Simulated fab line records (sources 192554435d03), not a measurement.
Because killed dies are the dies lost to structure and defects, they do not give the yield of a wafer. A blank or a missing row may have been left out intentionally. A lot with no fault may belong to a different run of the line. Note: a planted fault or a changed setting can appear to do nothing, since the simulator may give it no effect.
Which tool is to blame? ; flow n5Finfet ; 36 wafers sampled from 12 lots at 1 step of a route of 1938

== WHAT THE GAUGES READ, wafer by wafer ==
N5_BEOL_M5_CD_MEAS_18: pitch 56 nm, target cd 28 nm.
lot;measured;on;cdNm (nm)
L075;day 8 04:54;cdSem-02;27.7 28.2 27.9
L077;day 8 19:01;cdSem-01;27.8 28.2 28.3
L079;day 9 05:15;cdSem-02;27.2 27.8 27.5
L082;day 9 14:28;cdSem-02;27.8 27.9 28.0
L083;day 9 19:59;cdSem-03;28.0 28.3 27.6
L086;day 11 05:13;cdSem-03;27.5 28.2 28.3
L087;day 11 08:56;cdSem-01;27.4 27.8 27.8
L089;day 11 12:47;cdSem-03;27.5 27.9 28.4
L090;day 12 04:55;cdSem-03;27.8 28.0 27.3
L093;day 12 20:51;cdSem-01;28.1 28.3 28.0
L095;day 13 05:58;cdSem-01;28.4 28.4 28.3
L097;day 13 12:22;cdSem-02;28.4 28.0 27.6

== TOOL THAT RAN EACH LOT (tool first, then ch and the chambers of the sampled wafers, then the start) ==
The record holds no process step before these readings.

== THE ANSWER, worked out from the rows above alone ==
Rule: what is usual is taken from the lots themselves. Put in order of their means at a reading, lots are off if they are a third of the lots or fewer, leave a main group of 4 or more, and stand apart from it by a gap of 3 or more times the standard deviation of the main group's means; of several such gaps the widest counts. Not used: any main group whose means are identical at the precision the tables above print for the reading. Also off: a lot with no number at a reading for which 4 or more lots have one. All remaining lots with rows at the step are treated as sound.
Nothing can be told from this: no lot is off at any reading shown.

== WHAT HAD BEEN PUT IN BY THE SIMULATOR ==
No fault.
